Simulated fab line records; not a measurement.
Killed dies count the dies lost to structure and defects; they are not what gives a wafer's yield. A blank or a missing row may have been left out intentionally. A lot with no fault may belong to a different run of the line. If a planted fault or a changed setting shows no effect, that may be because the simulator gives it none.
Code-filled problem report in 8D (eight disciplines) form ; flow nand-harc ; the parts of the form that need people (team, actions taken, sign-off) are left out

1. WHAT WENT WRONG
At NHARC_A_WL_FILL_ETCHBACK_04, run-length-s averages 101.7 s over 4 wafers from 3 lots, while fault-free wafers read 141.5 s, standard deviation 0.53. That puts it -75 standard deviations away from the usual mean.
The step: etches the open film in NF3, target depth 60 nm, time 120 s.
First seen on wafer L862.5, day 26 14:56, on rie-metal-01. The record has a number at this step for 43 wafers belonging to 15 lots. By rule, "out" or "out of limits" means more than 4 standard deviations away from the usual mean. All remaining wafers that have a number are taken as sound.

2. WHAT IT IS, WHAT IT ISN'T
question;is;is not
which readings at this step;run-length-s;drypump-motor-current-A, oes-product-au
which lots;L862, L864, L865;L847, L848, L849, L850, L855, L856, L858, L859, L860, L861, L868, L870
which wafers of those lots;L862.5, L864.4, L864.5, L865.5;L862.1, L864.2, L865.2
read on which tools;rie-metal-01;rie-metal-02, rie-metal-03
when;from day 26 14:56;"up to then (28 sound wafers); but 11 sound wafers of L861, L864, L865, L868, L870 came after"

3. SUSPECTS, AND WHAT RULES EACH OUT
Counting: any tool at a process step up to the reading remains a suspect provided it ran every lot that is out. Sound lots after the first of them don't rule it out here, since some wafers of a struck lot are sound.
- rie-metal-01 at NHARC_A_WL_FILL_ETCHBACK_04 (etches the open film in NF3, target depth 60 nm, time 120 s): kept. It ran every lot that is out, first L862 (day 26 14:56); its last sound lot up to then is L860 (day 26 01:10). On those wafers its own readings are out: run-length-s.
After counting, what remains is rie-metal-01 at NHARC_A_WL_FILL_ETCHBACK_04.

4. THE CAUSE (what the simulator had put in)
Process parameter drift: rie-metal-01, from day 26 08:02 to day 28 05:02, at NHARC_A_WL_FILL_ETCHBACK_04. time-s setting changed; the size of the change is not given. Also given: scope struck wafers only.
Counting left only this tool.

5. SEQUENCE OF EFFECTS, ordered by route
Each row: a reading whose mean over the struck wafers that have a number lies more than 3 standard deviations from the usual. Only readings whose record carries a usual standard deviation are examined. hours: median over the lots of the time between each lot's start at the first step of this table that gives one and its start at this step. sigmas: the change, counted in usual standard deviations.
hours;step;reading;usual;on struck wafers;change;sigmas
0;NHARC_A_WL_FILL_ETCHBACK_04;run-length-s;141.5 s;101.7;-39.8;-75
Its process steps:
- NHARC_A_WL_FILL_ETCHBACK_04: etches the open film in NF3, target depth 60 nm, time 120 s.

6. WHAT WOULD HAVE CAUGHT IT SOONER
In this record no reading fell out of limits until day 26 14:56, 7 hours after the fault had begun at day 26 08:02.
